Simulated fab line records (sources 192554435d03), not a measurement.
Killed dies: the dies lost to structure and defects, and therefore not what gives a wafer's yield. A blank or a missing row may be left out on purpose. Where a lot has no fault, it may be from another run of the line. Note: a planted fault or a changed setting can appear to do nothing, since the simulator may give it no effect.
Struck lot and sound lot, side by side ; flow n5Finfet ; 39 steps out of a route of 1938
Sound: these wafers, L996.1, L996.4, L996.6. Struck: wafer L104.4 (left out: L104.6, a lot-mate that was not struck); the cause follows at the end.
Order at every step that has rows: each side's tool, ch and its chambers, its first start. Under that, the readings that differ: sound wafers ; struck wafers ; difference of the means ; sigmas: that difference in standard deviations of wafers without a fault.
alike: readings whose means differ by less than 2 such deviations, and words and numbers that are the same on both sides. not compared: withheld readings, readings that some wafer has no value for, bounds like >300 that may hide the same value, and numbers for which the record gives no deviation and whose values overlap.
A row with sigmas, a row that says differs or no value, or rows on one side alone: a step with any of these is where the two part. Non-overlapping numbers with no deviation appear without sigmas and do not part them. A reading that every wafer of one side lacks parts them only if that side has two wafers or more.

first, 9 steps without rows for these wafers: N5_BEOL_M13_SOFTBAKE_23 (time 60 s); N5_BEOL_M13_EXPOSE_25 (exposes mask M13, target cd 210 nm); N5_BEOL_M13_PEB_26 (peb time 90 s); N5_BEOL_M13_DEVELOP_27 (develop time 45 s); N5_BEOL_M13_HARDBAKE_32 (time 120 s); N5_BEOL_M13_DESCUM_33 (chemistry O2, time 7.9 s); N5_BEOL_M13_ETCH_67 (etches SiARC in CF4, target depth 143 nm, time 238.3 s); N5_BEOL_M13_ETCH_68 (etches SOC in N2/H2, time 355 s); N5_BEOL_M13_STRIP_69 (strips in N2/H2).
N5_BEOL_M13_TRENCH_ETCH_34: etches SiOC in C4F8/O2/Ar, target depth 413.47 nm, time 162.6 s.
  sound on rieDiel-01 ch 1,2, day 14 00:46; struck on rieDiel-01 ch 0, day 16 12:17
reading;sound;struck;difference;sigmas
model.etch.depthNm (nm);416.3 413.2 407.2;648;+236;
  alike: biasW, drypumpMotorCurrentA, heInnerTorr, heOuterTorr, oesProductAu, rfVppV, showerheadPlenumPTorr, throttleValvePct
  not compared: rfHoursCounterH
then, 1 step without rows for these wafers: N5_BEOL_M13_STRIP_70 (strips in C4F8/O2/Ar).
N5_BEOL_M13_OCD_MEAS_35:
  struck on ocd-02, day 16 12:28; sound on ocd-02, day 14 00:56
reading;sound;struck;difference;sigmas
trenchDepthNm (nm);416 413 407;648;+236;+43
then, 11 steps without rows for these wafers: N5_BEOL_M13_STRIP_37 (strips in N2/H2); N5_BEOL_M13_ETCH_38 (etches SiCN in CF4/N2, target depth 67.5 nm, time 71.9 s); N5_BEOL_M13_PRECLEAN_39 (cleans in residue remover, time 60 s); N5_BEOL_M13_SRD_40 (time 30 s, dry time 30 s); N5_BEOL_M13_DEGAS_41 (time 60 s); N5_BEOL_M13_PRE_CLEAN_42 (time 30 s); N5_BEOL_M13_SPUTTER_43 (material TaN, target thk 15 nm, time 24.19 s); N5_BEOL_M13_SPUTTER_44 (material Ta, target thk 10 nm, time 16.13 s); N5_BEOL_M13_SPUTTER_45 (material Cu, target thk 80 nm, time 13.33 s); N5_BEOL_M13_ECD_47 (material Cu, target thk 936 nm); N5_BEOL_M13_ANNEAL_48 (time 90 s).
N5_BEOL_M13_CMP_49: polishes, stops on SiOC, t overpolish 17.1 s, target thk 420 nm.
  sound on cmp-01 ch 0,2,3, day 14 02:47; struck on cmp-01 ch 1, day 16 19:04
reading;sound;struck;difference;sigmas
model.Cu_of_BEOL_M13_ECD_47.thkNm (nm);423.2 420.8 415.6;654.2;+234.3;
  alike: barrierFieldEndpointS, headPressurePsi, motorCurrentA, overpolishRunS
N5_BEOL_M13_THK_MEAS_50: measures by xrf.
  struck on filmMetro-02, day 16 19:14; sound on filmMetro-02, day 14 03:01
reading;sound;struck;difference;sigmas
M13_THK (nm);430 429 423;660;+233;+36
then, 2 steps without rows for these wafers: N5_BEOL_M13_PRE_CLEAN_52 (time 15 s); N5_BEOL_M13_DEP_53 (deposits SiCN from 3MS/NH3, target thk 50 nm, time 17.8 s).
N5_BEOL_M13_RS_MEAS_54: the measuring method here is four-point-probe.
  struck on filmMetro-02, day 16 19:22; sound on filmMetro-02, day 14 03:08
reading;sound;struck;difference;sigmas
M13_RS (ohm/sq);0.0447 0.0449 0.0455;0.0286;-0.0164;-27
then, 9 steps without rows for these wafers: N5_BEOL_M14_ILD_DEP_00 (deposits SiO2 from TEOS/O2, target thk 1119.3 nm, time 237.4 s); N5_BEOL_M14_COAT_58 (time 60 s, resist thk 89 nm); N5_BEOL_M14_COAT_04 (resist thk 800 nm); N5_BEOL_M14_EBR_06; N5_BEOL_M14_SOFTBAKE_05 (time 60 s); N5_BEOL_M14_EXPOSE_07 (exposes mask V13); N5_BEOL_M14_PEB_08 (peb time 90 s); N5_BEOL_M14_DEVELOP_09 (develop time 45 s); N5_BEOL_M14_HARDBAKE_14 (time 120 s).
N5_BEOL_M15_RC_MEAS_101:
  sound on prober-02 ch 0, day 14 19:07; struck on prober-01 ch 0, day 17 07:07
reading;sound;struck;difference;sigmas
COMB_M14 (S/m);4.8e-12 4.9e-12 6.3e-12;3.7e-12;-1.6e-12;-2
COMB_M7_max_site (S/m);2.4e-11 3.8e-11 3.5e-11;5.9e-11;+2.7e-11;+3
SERP_M13 (ohm/um);0.305 0.309 0.305;0.192;-0.114;-19
SERP_M13_max_site (ohm/um);0.309 0.311 0.307;0.193;-0.116;-18
SERP_M14 (ohm/um);0.169 0.163 0.164;0.152;-0.013;-2
  alike: COMB_M10, COMB_M10_max_site, COMB_M11, COMB_M11_max_site, COMB_M12, COMB_M15, COMB_M5, COMB_M6, COMB_M7, COMB_M8, COMB_M9, SERP_M10, SERP_M11, SERP_M12, SERP_M12_max_site, SERP_M5, SERP_M6, SERP_M7, SERP_M8, SERP_M9
N5_PASSIVATION_PROBE_49:
  struck on prober-02, day 17 23:02; sound on prober-01, day 15 08:11
reading;sound;struck;difference;sigmas
killed_at_M4_up;6 3 8;20;+14;+3
killedOpen;44 55 43;77;+30;+2
sort_bin_5_function (%);3.8 3.5 3.6;5.9;+2.3;+2
  alike: defectLimitedYield, killed_at_M0_to_M3, killedAtContacts, killedAtFrontEnd, killedAtOther, killedDies, killedShort, sort_bin_6_memory, sort_bin_8_speed, sortNPass, sortYieldPct

== WHERE THEY PART ==
At N5_BEOL_M13_OCD_MEAS_35 first; at N5_PASSIVATION_PROBE_49 last (within this record only).

WHY: the cause the simulator had injected
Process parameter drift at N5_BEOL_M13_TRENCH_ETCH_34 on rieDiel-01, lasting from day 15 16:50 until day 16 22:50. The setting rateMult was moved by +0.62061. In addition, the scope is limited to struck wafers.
